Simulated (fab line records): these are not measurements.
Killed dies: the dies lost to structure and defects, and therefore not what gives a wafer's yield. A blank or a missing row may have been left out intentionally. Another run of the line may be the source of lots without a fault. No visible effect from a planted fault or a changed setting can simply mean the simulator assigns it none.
3 desks, one fault ; flow nand_harc ; every desk sees just its own numbers, and what lay behind them comes last

## THE DEFECT DESK
What the inspections along the route counted, lot by lot: means of the sampled wafers that have a number. The brackets show how far a lot's mean lies from the usual mean; more than 4 standard deviations puts the lot out of limits, marked OUT.
Columns: A = raw_defect_count at NHARC_A_DECK1_JOINT_INSPECT_05, usual 321
lot;first seen here;A
L791;day 12 11:47;393
L792;day 12 17:26;350
L794;day 13 13:02;323
L797;day 15 02:04;371
L805;day 18 09:52;802 (+4.4) OUT
L806;day 18 16:57;733
L809;day 19 19:59;420
L810;day 20 12:19;351
L812;day 21 01:23;276
L811;day 21 04:21;259
L813;day 21 06:55;310
L814;day 22 02:34;298
Finding of this desk: L805 out of limits; the first was L805 at day 18 09:52, on raw_defect_count at NHARC_A_DECK1_JOINT_INSPECT_05. L791, L792, L794, L797, L806, L809, L810, L812, L811, L813, L814 stayed within limits.

## DESK OF THE TOOL OWNER: pecvd-03
The tool's own readings at NHARC_A_DECK1_JOINT_DEP_16 (deposits SiO2, target thk 45 nm): means of the sampled wafers that have a number, for each lot that ran on this tool. The brackets show how far a lot's mean lies from the usual mean; more than 4 standard deviations puts the lot out of limits, marked OUT.
Columns: A = chamber_pressure_Torr at NHARC_A_DECK1_JOINT_DEP_16, usual 6.501 Torr; B = flow_sccm at NHARC_A_DECK1_JOINT_DEP_16, usual 2649 sccm; C = heater_power_w at NHARC_A_DECK1_JOINT_DEP_16, usual 531 W; D = rf_fwd_power_W at NHARC_A_DECK1_JOINT_DEP_16, usual 896.5 W; E = throttle_valve_pct at NHARC_A_DECK1_JOINT_DEP_16, usual 15.8 %
lot;first seen here;A;B;C;D;E
L791;day 12 11:28;6.482;2654;542;896.6;15.9
L792;day 12 17:07;6.488;2653;521;898.1;15.6
L794;day 13 12:47;6.496;2652;523;894.6;15.5
L805;day 18 09:34;6.503;2650;519;897.4;15.5
L806;day 18 16:41;6.504;2649;569;900.2;15.6
L811;day 21 04:02;6.488;2650;598;895.6;15.9
This desk's verdict: no lot among the 6 shows anything out of limits.

## AT THE METROLOGY DESK
Means of the sampled wafers that have a number, per lot and without regard to the tool the lot ran on: this is what the gauges read. The brackets show how far a lot's mean lies from the usual mean; more than 4 standard deviations puts the lot out of limits, marked OUT.
Columns: A = thk_nm at NHARC_A_CHANNEL_FILL_D1_THK_MEAS_06, usual 5.2 nm; B = thk_nm at NHARC_A_ONON_D2_THK_MEAS_02, usual 998 nm
lot;first seen here;A;B
L791;day 10 06:17;5.0;995
L792;day 10 18:14;4.5;999
L794;day 11 14:12;4.6;976
L797;day 12 20:59;5.8;993
L805;day 16 07:44;4.5;990
L806;day 16 10:47;4.7;996
L809;day 17 12:08;5.6;995
L810;day 18 02:07;5.0;998
L812;day 18 23:40;5.6;1003
L811;day 19 05:43;4.9;1010
L813;day 19 11:47;5.1;1015
L814;day 20 06:05;5.9;1000
This desk's verdict: no lot among the 12 shows anything out of limits.

## TAKEN TOGETHER
The defect desk could have raised an alarm at day 18 09:52, on L805.
The desk of the tool owner found nothing out of limits.
Nothing out of limits was seen by the metrology desk.
On record at the tool owner's desk: L805, within its limits.
The metrology desk has L805 on record, within its limits.
On pecvd-03, each named lot ran NHARC_A_DECK1_JOINT_DEP_16.

## WHAT THE SIMULATOR HAD INSERTED
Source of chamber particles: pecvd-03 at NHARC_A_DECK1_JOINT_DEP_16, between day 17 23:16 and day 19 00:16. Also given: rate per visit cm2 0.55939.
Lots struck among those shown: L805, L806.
Hours from the fault's start to each desk's first reading out of limits: the defect desk, 11.
